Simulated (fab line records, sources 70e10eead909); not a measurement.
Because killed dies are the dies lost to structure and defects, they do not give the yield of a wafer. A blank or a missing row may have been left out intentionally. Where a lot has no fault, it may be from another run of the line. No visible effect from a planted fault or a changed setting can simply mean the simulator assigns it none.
Chamber matching + flow nandHarc + NHARC_A_CHANNEL_HOLE_D1_DEP_01 on pecvd-01 has 3 sister chambers
The step deposits SiON, target thk 140 nm. 6 wafers are shown with their chamber, then 7 later ones without.

== WAFERS PAIRED WITH THEIR CHAMBERS ==
| wafer  | chamber | heaterPowerW (W) | susceptorTempC (C) |
|--------|---------|------------------|--------------------|
| L306.1 | 2       | 660              | 400.07             |
| L308.3 | 2       | 645              | 399.85             |
| L311.5 | 0       | 699              | 400.12             |
| L311.6 | 1       | 692              | 400.28             |
| L313.2 | 0       | 603              | 400.46             |
| L313.3 | 1       | 756              | 399.96             |

== WAFERS WITH NO CHAMBER GIVEN ==
| wafer  | heaterPowerW (W) | susceptorTempC (C) |
|--------|------------------|--------------------|
| L313.6 | 763              | 399.96             |
| L321.1 | 644              | 400.30             |
| L321.3 | 676              | 399.84             |
| L321.6 | 664              | 400.23             |
| L324.2 | 588              | 399.91             |
| L324.4 | 587              | 399.95             |
| L324.5 | 798              | 399.91             |

== CHAMBER TAKEN BY EACH ==
| wafer  | from the rows above          | in truth |
|--------|------------------------------|----------|
| L313.6 | can't be placed: 1 or 2 or 0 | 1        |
| L321.1 | can't be placed: 0 or 2 or 1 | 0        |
| L321.3 | can't be placed: 2 or 1 or 0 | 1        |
| L321.6 | can't be placed: 0 or 2 or 1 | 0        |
| L324.2 | can't be placed: 2 or 0 or 1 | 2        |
| L324.4 | can't be placed: 2 or 0 or 1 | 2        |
| L324.5 | can't be placed: 1 or 2 or 0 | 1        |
0 of 7 placed correctly. Not placeable from these rows: 7 (in 7, the candidates include the true chamber). Number placed wrongly: 0.
How it was worked out, from the rows above alone: a wafer's distance from a chamber is the root of the sum, over the readings, of the square of ((its reading less the chamber's mean) divided by the reading's scatter). If the next closest chamber is less than 2 further off than the closest, the wafer can't be placed; otherwise it belongs to the closest. A chamber's mean is the mean of its shown wafers. The scatter is the square root of a quotient: the sum, over the shown wafers, of each reading's squared deviation from its chamber's mean, divided by wafers minus chambers.
